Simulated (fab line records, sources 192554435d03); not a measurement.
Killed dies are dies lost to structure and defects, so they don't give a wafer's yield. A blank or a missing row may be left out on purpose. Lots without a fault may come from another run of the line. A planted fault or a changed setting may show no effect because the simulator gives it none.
Chamber matching | flow n5_finfet | N5_PASSIVATION_PECVD_55 on pecvd-04: 3 sister chambers
The step deposits SiO2 from SiH4/N2O, target thk 400 nm, time 22.5 s. 14 wafers are shown with their chamber, then 7 later ones without.

WAFERS WITH THEIR CHAMBER
wafer  | chamber | showerhead_plenum_p_Torr (Torr) | throttle_valve_pct (%) | heater_power_w (W)
L768.3 | 1       | 8.10                            | 54                     | 705
L768.5 | 0       | 8.27                            | 57                     | 744
L768.6 | 1       | 8.11                            | 54                     | 726
L776.2 | 2       | 8.24                            | 49                     | 578
L776.3 | 0       | 8.27                            | 56                     | 608
L776.6 | 2       | 8.24                            | 49                     | 622
L780.2 | 1       | 8.09                            | 54                     | 798
L780.4 | 1       | 8.10                            | 54                     | 828
L780.6 | 2       | 8.24                            | 50                     | 707
L783.1 | 1       | 8.09                            | 54                     | 850
L783.3 | 2       | 8.22                            | 49                     | 622
L783.4 | 1       | 8.09                            | 54                     | 862
L785.3 | 2       | 8.22                            | 50                     | 567
L785.4 | 1       | 8.09                            | 54                     | 811

SIGNATURES (means of the wafers above)
reading                  | chamber 0 | chamber 1 | chamber 2 | scatter within a chamber
showerhead_plenum_p_Torr | 8.2700    | 8.0957    | 8.2320    | 0.0088
throttle_valve_pct       | 56.50     | 54.00     | 49.40     | 0.393
heater_power_w           | 676.00    | 797.14    | 619.20    | 62.6
Rule: a wafer's distance from a chamber is the root of the sum, over the readings, of the square of ((its reading less the chamber's mean) divided by the reading's scatter). The wafer belongs to the nearest chamber; if the next one is less than 2 further off, it can't be placed. The scatter: the root of (the sum of the squares of (reading less its chamber's mean) over the shown wafers, divided by (wafers less chambers)).

WAFERS WITHOUT THEIR CHAMBER
wafer  | showerhead_plenum_p_Torr (Torr) | throttle_valve_pct (%) | heater_power_w (W)
L785.6 | 8.24                            | 49                     | 624
L784.2 | 8.24                            | 49                     | 583
L784.3 | 8.27                            | 57                     | 730
L784.5 | 8.25                            | 50                     | 634
L786.2 | 8.25                            | 49                     | 666
L786.4 | 8.27                            | 57                     | 713
L786.6 | 8.22                            | 50                     | 736

WHICH CHAMBER EACH WENT THROUGH
wafer  | from the rows above | in truth
L785.6 | 2                   | 2
L784.2 | 2                   | 2
L784.3 | 0                   | 0
L784.5 | 2                   | 2
L786.2 | 2                   | 2
L786.4 | 0                   | 0
L786.6 | 2                   | 2
Placed correctly: 7 of 7. Can't be placed from these rows: 0. Placed wrongly: 0.
